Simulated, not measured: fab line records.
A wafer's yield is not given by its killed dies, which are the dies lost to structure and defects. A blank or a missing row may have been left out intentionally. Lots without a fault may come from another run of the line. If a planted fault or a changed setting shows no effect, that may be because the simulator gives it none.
Comparing a struck lot with a sound one + flow n5 finfet + 15 steps out of a route of 1938
Sound: these wafers, L576.2, L576.4, L576.6. Wafers struck: L584.2, L584.5. The cause is named last.
Per side, at each step with rows, come the tool, then ch with its chambers, and then its first start. Under that, the readings that differ: sound wafers + struck wafers + difference of the means + sigmas: that difference in standard deviations of wafers without a fault.
alike: readings whose means differ by less than 2 such deviations, and words and numbers that are the same on both sides. not compared: withheld readings, readings that some wafer has no value for, bounds like >300 that may hide the same value, and numbers for which the record gives no deviation and whose values overlap.
A row with sigmas, a row that says differs or no value, or rows on one side alone: a step with any of these is where the two part. Numbers that have no deviation but don't overlap get no sigmas and don't part them. A reading that every wafer of one side lacks parts them only if that side has two wafers or more.

first, 1 step without rows for these wafers: N5_BEOL_M2_STRIP_36 (strips in N2/H2).
N5_BEOL_M2_TRENCH_ETCH_37: etches SiOC in C4F6/O2, target depth 55.555 nm, time 29.2 s.
  sound: rie diel-01 ch 2,3; struck: rie diel-04 ch 2,3
  alike: chamber pressure mTorr, drypump motor current A, oes product au, rf vpp V, showerhead plenum p Torr, throttle valve pct
  not compared: rf hours counter h
N5_BEOL_M2_ETCH_41: etches SiCN in CH3F/O2, target depth 29.9 nm, time 52.5 s.
  sound: rie diel-01 ch 2,3; struck: rie diel-04 ch 2,3
  alike: chamber pressure mTorr, drypump motor current A, oes product au, rf vpp V, showerhead plenum p Torr, throttle valve pct
  not compared: rf hours counter h
N5_BEOL_M2_STRIP_97: strips in N2/H2, time 10 s.
  sound: rie diel-01 ch 2,3; struck: rie diel-04 ch 2,3
  alike: chamber pressure mTorr, drypump motor current A, oes product au, rf vpp V, showerhead plenum p Torr, throttle valve pct
  not compared: rf hours counter h
N5_BEOL_M2_OCD_MEAS_38:
  sound on ocd-02, day 7 21:35; struck on ocd-01, day 10 09:05
  alike: trench depth nm
then, 4 steps without rows for these wafers: N5_BEOL_M2_HM_STRIP_39 (strips TiN in peroxide tin strip, target depth 25 nm, time 158 s); N5_BEOL_M2_SRD_40 (time 30 s); N5_BEOL_M2_PRECLEAN_42 (cleans in residue remover, time 60 s); N5_BEOL_M2_SRD_43 (time 30 s).
N5_BEOL_M2_CD_MEAS_35: target cd 18 nm, target cd y 22.2 nm.
  sound on cd sem-02, day 7 21:44; struck on cd sem-01, day 10 09:14
  alike: cd nm
N5_BEOL_M2_DEGAS_44: time 60 s.
  sound on pvd sputter-01, day 7 21:55; struck on pvd sputter-03, day 10 09:19
  alike: heater power w
then, 1 step without rows for these wafers: N5_BEOL_M2_PRE_CLEAN_45 (time 30 s).
N5_BEOL_M2_ALD_84: deposits TaN, pulse time 2 s, purge time 3 s, co reactant purge time 2 s.
  sound on ald metal-01 ch 0,1,2, day 7 22:01; struck on ald metal-01 ch 2,3, day 10 09:25
| reading    | sound    | struck | difference | sigmas |
|------------|----------|--------|------------|--------|
| ald cycles | 30 30 30 | 29 29  | -1         |        |
  alike: heater power w, precursor vessel carrier sccm
  not compared: since wet clean h
N5_BEOL_M2_SURFACE_TREAT_85:
  sound on pvd sputter-03, day 7 22:18; struck on pvd sputter-01, day 10 09:39
  not compared: throttle valve pct
-- here the record skips 3 days between the struck wafers' starts before and after, leaving off in module BEOL_M2 and picking up in module BEOL_M4 (first step shown: number 1111 of the route) --
N5_BEOL_M4_RC_MEAS_101:
  sound on prober-02 ch 0, day 9 09:14; struck on prober-01 ch 0, day 13 17:13
| reading       | sound          | struck    | difference | sigmas |
|---------------|----------------|-----------|------------|--------|
| ION_P (uA/um) | 480 473 473    | 450 452   | -24        | -4     |
| VT_P (mV)     | -244 -245 -247 | -252 -252 | -7         | -2     |
  alike: DIBL_N, DIBL_P, IOFF_N, IOFF_P, ION_N, SS_N, SS_P, VT_N

## WHERE THEY PART
Within this record, at N5_BEOL_M4_RC_MEAS_101 only.

WHY: whatever the simulator had introduced
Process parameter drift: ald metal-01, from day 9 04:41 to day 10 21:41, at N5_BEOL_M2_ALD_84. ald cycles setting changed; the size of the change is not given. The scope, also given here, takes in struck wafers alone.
